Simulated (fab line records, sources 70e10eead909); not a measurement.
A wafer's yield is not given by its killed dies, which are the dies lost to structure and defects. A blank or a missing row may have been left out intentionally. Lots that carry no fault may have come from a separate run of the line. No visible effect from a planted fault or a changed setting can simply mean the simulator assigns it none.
What tool caused it? + flow nandHarc + 21 lots (63 wafers sampled), 1 step of a 1302-step route

WHAT EACH GAUGE READ, for each wafer
NHARC_A_CHANNEL_FILL_D2_INSPECT_13. Usual: rawDefectCount reads 411 (standard deviation 140).
| lot  | measured     | on               | rawDefectCount | flag |
|------|--------------|------------------|----------------|------|
| L074 | day 15 21:01 | defectInspect-01 | 382 361 330    |      |
| L075 | day 15 21:09 | defectInspect-01 | 307 361 416    |      |
| L076 | day 16 09:17 | defectInspect-01 | 462 490 326    |      |
| L077 | day 16 15:19 | defectInspect-02 | 235 287 579    |      |
| L078 | day 17 12:12 | defectInspect-02 | 343 515 604    |      |
| L080 | day 18 08:28 | defectInspect-01 | 264 536 316    |      |
| L079 | day 18 08:28 | defectInspect-02 | 492 551 675    |      |
| L081 | day 18 16:56 | defectInspect-02 | 315 386 617    |      |
| L082 | day 19 12:05 | defectInspect-01 | 252 280 230    |      |
| L083 | day 19 19:17 | defectInspect-02 | 689 485 388    |      |
| L084 | day 20 01:23 | defectInspect-01 | 405 286 380    |      |
| L085 | day 20 01:25 | defectInspect-02 | 315 449 318    |      |
| L086 | day 20 11:47 | defectInspect-01 | 215 223 322    |      |
| L087 | day 20 11:52 | defectInspect-02 | 240 241 274    |      |
| L088 | day 21 16:22 | defectInspect-01 | 799 778 546    |      |
| L089 | day 21 16:22 | defectInspect-02 | 468 413 552    |      |
| L091 | day 22 20:26 | defectInspect-01 | 304 212 238    |      |
| L092 | day 23 13:55 | defectInspect-02 | 294 339 440    |      |
| L094 | day 24 00:34 | defectInspect-02 | 563 656 354    |      |
| L095 | day 24 14:18 | defectInspect-02 | 465 246 320    |      |
| L097 | day 24 20:29 | defectInspect-02 | 291 410 369    |      |

EACH LOT AND THE TOOL THAT RAN IT (in order: tool; ch and the chambers of the sampled wafers; start)
There is no process step in the record ahead of these readings.

AS READ BY THE TOOLS THEMSELVES (means over the sampled wafers that have a number; for cases with no such wafer, the mark the record gives instead)
The record holds no such reading with a usual standard deviation.

THE ANSWER, worked out from the rows above alone
Rule: a lot counts as off when the mean over its wafers that have a number is more than 3 standard deviations away from the usual mean. Also off: a lot with no number at a reading for which 4 or more lots have one. Any other lot the step has rows for is counted as sound. The gauges are gone through in route order, then the tools' own readings, and for those a lot's mean is taken as printed above. The first step at which some lot is off is used, and at that step the reading that is off furthest; a lot without a number counts as furthest.
Across all readings shown, no lot is off: no conclusion can be drawn from this.

WHAT HAD BEEN PUT IN BY THE SIMULATOR
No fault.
